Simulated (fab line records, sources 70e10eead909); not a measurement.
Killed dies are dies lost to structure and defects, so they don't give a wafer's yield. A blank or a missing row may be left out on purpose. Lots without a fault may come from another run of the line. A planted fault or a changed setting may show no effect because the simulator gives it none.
Chamber matching | flow nand_harc | NHARC_A_CONTACT_ETCH_110 on rie_diel-03: 4 sister chambers
The step etches the open film in CF4/O2, target depth 50 nm, overetch 5 nm, time 27.5 s. 8 wafers are shown with their chamber, then 9 later ones without.

WAFERS WITH THEIR CHAMBER
wafer  | chamber | drypump_motor_current_A (A) | rf_vpp_V (V)
L088.4 | 3       | 6.3                         | 198.0
L087.5 | 1       | 5.6                         | 199.4
L085.4 | 0       | 5.4                         | 196.1
L085.5 | 3       | 6.4                         | 197.9
L085.6 | 0       | 5.4                         | 195.2
L090.2 | 2       | 5.3                         | 199.9
L090.4 | 1       | 5.6                         | 200.3
L090.5 | 2       | 5.4                         | 197.5

WAFERS WITHOUT THEIR CHAMBER
wafer  | drypump_motor_current_A (A) | rf_vpp_V (V)
L093.1 | 5.4                         | 195.3
L093.2 | 5.4                         | 200.0
L093.3 | 5.6                         | 200.8
L092.2 | 5.4                         | 195.8
L092.3 | 6.4                         | 198.1
L092.6 | 6.4                         | 198.6
L096.2 | 6.4                         | 199.3
L096.3 | 5.4                         | 197.3
L096.5 | 6.4                         | 197.7

WHICH CHAMBER EACH WENT THROUGH
wafer  | from the rows above     | in truth
L093.1 | 0                       | 0
L093.2 | 2                       | 2
L093.3 | 1                       | 1
L092.2 | 0                       | 0
L092.3 | 3                       | 3
L092.6 | 3                       | 3
L096.2 | 3                       | 3
L096.3 | can't be placed: 0 or 2 | 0
L096.5 | 3                       | 3
Placed correctly: 8 of 9. Can't be placed from these rows: 1 (the true chamber is among the candidates in 1). Placed wrongly: 0.
How it was worked out, from the rows above alone: a wafer's distance from a chamber is the root of the sum, over the readings, of the square of ((its reading less the chamber's mean) divided by the reading's scatter). The wafer belongs to the nearest chamber; if the next one is less than 2 further off, it can't be placed. A chamber's mean is the mean of its shown wafers. The scatter: the root of (the sum of the squares of (reading less its chamber's mean) over the shown wafers, divided by (wafers less chambers)).
